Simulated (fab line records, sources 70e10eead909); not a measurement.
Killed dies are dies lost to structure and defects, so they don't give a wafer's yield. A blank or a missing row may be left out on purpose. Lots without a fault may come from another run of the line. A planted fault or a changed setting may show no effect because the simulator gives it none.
Chamber matching | flow nand_harc | NHARC_A_BONDPAD_ETCH_34 on rie_diel-03: 4 sister chambers
The step etches the open film in N2/H2, target depth 60 nm, overetch 18 nm, time 65.91 s. 24 wafers are shown with their chamber, then 12 later ones without.

WAFERS WITH THEIR CHAMBER
wafer  | chamber | drypump_motor_current_A (A) | rf_vpp_V (V) | oes_product_au (a.u.)
L676.4 | 0       | 5.7                         | 427.1        | 0.992
L676.5 | 3       | 5.9                         | 432.3        | 0.986
L676.6 | 0       | 5.7                         | 426.2        | 1.002
L678.3 | 1       | 5.0                         | 432.1        | 0.990
L678.5 | 1       | 5.0                         | 434.8        | 0.986
L678.6 | 0       | 5.7                         | 426.8        | 0.993
L680.4 | 3       | 5.9                         | 434.0        | 0.996
L680.5 | 3       | 5.9                         | 434.0        | 0.992
L680.6 | 2       | 6.1                         | 428.2        | 1.005
L682.3 | 3       | 5.9                         | 432.5        | 0.994
L682.5 | 0       | 5.7                         | 426.1        | 0.982
L682.6 | 1       | 5.0                         | 432.5        | 0.997
L684.4 | 0       | 5.7                         | 428.2        | 0.998
L684.5 | 2       | 6.1                         | 427.2        | 1.009
L684.6 | 1       | 5.0                         | 432.4        | 0.997
L686.1 | 2       | 6.1                         | 429.4        | 1.003
L686.2 | 3       | 5.9                         | 432.8        | 0.996
L686.4 | 0       | 5.7                         | 428.4        | 0.992
L685.4 | 2       | 6.2                         | 430.4        | 1.005
L685.5 | 2       | 6.1                         | 429.4        | 1.008
L685.6 | 3       | 5.9                         | 433.5        | 0.990
L687.2 | 3       | 5.9                         | 434.4        | 0.987
L687.4 | 0       | 5.7                         | 428.6        | 0.994
L687.6 | 1       | 5.1                         | 431.4        | 0.986

SIGNATURES (means of the wafers above)
reading                 | chamber 0 | chamber 1 | chamber 2 | chamber 3 | scatter within a chamber
drypump_motor_current_A | 5.700     | 5.020     | 6.120     | 5.900     | 0.0283
rf_vpp_V                | 427.343   | 432.640   | 428.920   | 433.357   | 1.08
oes_product_au          | 0.99329   | 0.99120   | 1.00600   | 0.99157   | 0.00488
Rule: a wafer's distance from a chamber is the root of the sum, over the readings, of the square of ((its reading less the chamber's mean) divided by the reading's scatter). The wafer belongs to the nearest chamber; if the next one is less than 2 further off, it can't be placed. The scatter: the root of (the sum of the squares of (reading less its chamber's mean) over the shown wafers, divided by (wafers less chambers)).

WAFERS WITHOUT THEIR CHAMBER
wafer  | drypump_motor_current_A (A) | rf_vpp_V (V) | oes_product_au (a.u.)
L689.1 | 5.9                         | 433.0        | 0.990
L689.5 | 6.1                         | 427.6        | 0.998
L689.6 | 5.0                         | 431.3        | 1.002
L691.4 | 6.2                         | 428.3        | 1.003
L691.5 | 5.9                         | 433.8        | 0.998
L691.6 | 6.1                         | 428.6        | 1.000
L693.1 | 5.9                         | 433.7        | 0.992
L693.3 | 5.7                         | 427.1        | 1.001
L693.4 | 5.0                         | 431.3        | 1.002
L694.1 | 6.1                         | 427.7        | 1.012
L694.2 | 5.7                         | 426.8        | 1.000
L694.5 | 6.1                         | 428.9        | 1.001

WHICH CHAMBER EACH WENT THROUGH
wafer  | from the rows above | in truth
L689.1 | 3                   | 3
L689.5 | 2                   | 2
L689.6 | 1                   | 1
L691.4 | 2                   | 2
L691.5 | 3                   | 3
L691.6 | 2                   | 2
L693.1 | 3                   | 3
L693.3 | 0                   | 0
L693.4 | 1                   | 1
L694.1 | 2                   | 2
L694.2 | 0                   | 0
L694.5 | 2                   | 2
Placed correctly: 12 of 12. Can't be placed from these rows: 0. Placed wrongly: 0.
